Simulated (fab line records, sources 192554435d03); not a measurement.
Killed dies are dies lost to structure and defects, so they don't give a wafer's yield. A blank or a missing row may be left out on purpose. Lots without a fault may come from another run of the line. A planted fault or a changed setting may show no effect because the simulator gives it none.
Which tool did it? | flow n5_finfet | 9 lots, 27 wafers sampled, at 2 steps of a route of 1938

WHAT THE GAUGES READ, wafer by wafer
N5_BEOL_M9_CD_MEAS_28: target cd 70 nm.
lot  | measured     | on        | cd_nm (nm)
L812 | day 11 15:46 | cd_sem-01 | 70.21 70.39 69.87
L811 | day 11 18:11 | cd_sem-02 | 69.94 69.93 70.18
L817 | day 12 19:28 | cd_sem-01 | 70.57 70.27 70.57
L815 | day 12 19:37 | cd_sem-01 | 70.41 70.43 70.12
L819 | day 13 13:15 | cd_sem-02 | 70.28 69.74 69.96
L825 | day 14 11:58 | cd_sem-01 | 70.11 71.88 70.58
L831 | day 16 10:27 | cd_sem-03 | 69.74 69.67 70.46
L832 | day 16 10:29 | cd_sem-01 | 69.78 70.00 70.00
L833 | day 17 05:49 | cd_sem-03 | 70.14 69.95 70.09

WHICH TOOL RAN EACH LOT (tool, then ch and the chambers of the sampled wafers, then the start)
lot  | N5_BEOL_M9_EXPOSE_25
L812 | euv_scanner-02 ch 0, day 11 15:38
L811 | euv_scanner-02 ch 0, day 11 18:04
L817 | euv_scanner-02 ch 0, day 12 19:20
L815 | euv_scanner-01 ch 0, day 12 19:29
L819 | euv_scanner-02 ch 0, day 13 13:07
L825 | euv_scanner-02 ch 0, day 14 11:50
L831 | euv_scanner-01 ch 0, day 16 10:19
L832 | euv_scanner-01 ch 0, day 16 10:22
L833 | euv_scanner-01 ch 0, day 17 05:41
- N5_BEOL_M9_EXPOSE_25: exposes mask V8.

WHAT THE TOOLS THEMSELVES READ (means of the sampled wafers that have a number; where no wafer has one, the mark that the record gives instead)
N5_BEOL_M9_EXPOSE_25.
lot  | tool           | focus_offset_nm (nm)
L812 | euv_scanner-02 | 0.4
L811 | euv_scanner-02 | -0.1
L817 | euv_scanner-02 | -0.3
L815 | euv_scanner-01 | -0.3
L819 | euv_scanner-02 | 0.1
L825 | euv_scanner-02 | -0.0
L831 | euv_scanner-01 | -0.6
L832 | euv_scanner-01 | 0.4
L833 | euv_scanner-01 | -0.2

THE ANSWER, worked out from the rows above alone
Rule: what is usual is taken from the lots themselves. Put in order of their means at a reading, lots are off if they are a third of the lots or fewer, leave a main group of 4 or more, and stand apart from it by a gap of 3 or more times the standard deviation of the main group's means; of several such gaps the widest counts. A main group whose means are all the same, to the digits that the tables above print for the reading, isn't used. A lot without any number at a reading at which 4 lots or more have one is off too. The other lots that the step has rows for count as sound. The gauges are gone through in route order, then the tools' own readings, and for those a lot's mean is taken as printed above. The first step at which some lot is off is used, and at that step the reading that is off furthest; a lot without a number counts as furthest.
No lot is off at any reading shown: from this, nothing can be told.

WHAT THE SIMULATOR HAD PUT IN
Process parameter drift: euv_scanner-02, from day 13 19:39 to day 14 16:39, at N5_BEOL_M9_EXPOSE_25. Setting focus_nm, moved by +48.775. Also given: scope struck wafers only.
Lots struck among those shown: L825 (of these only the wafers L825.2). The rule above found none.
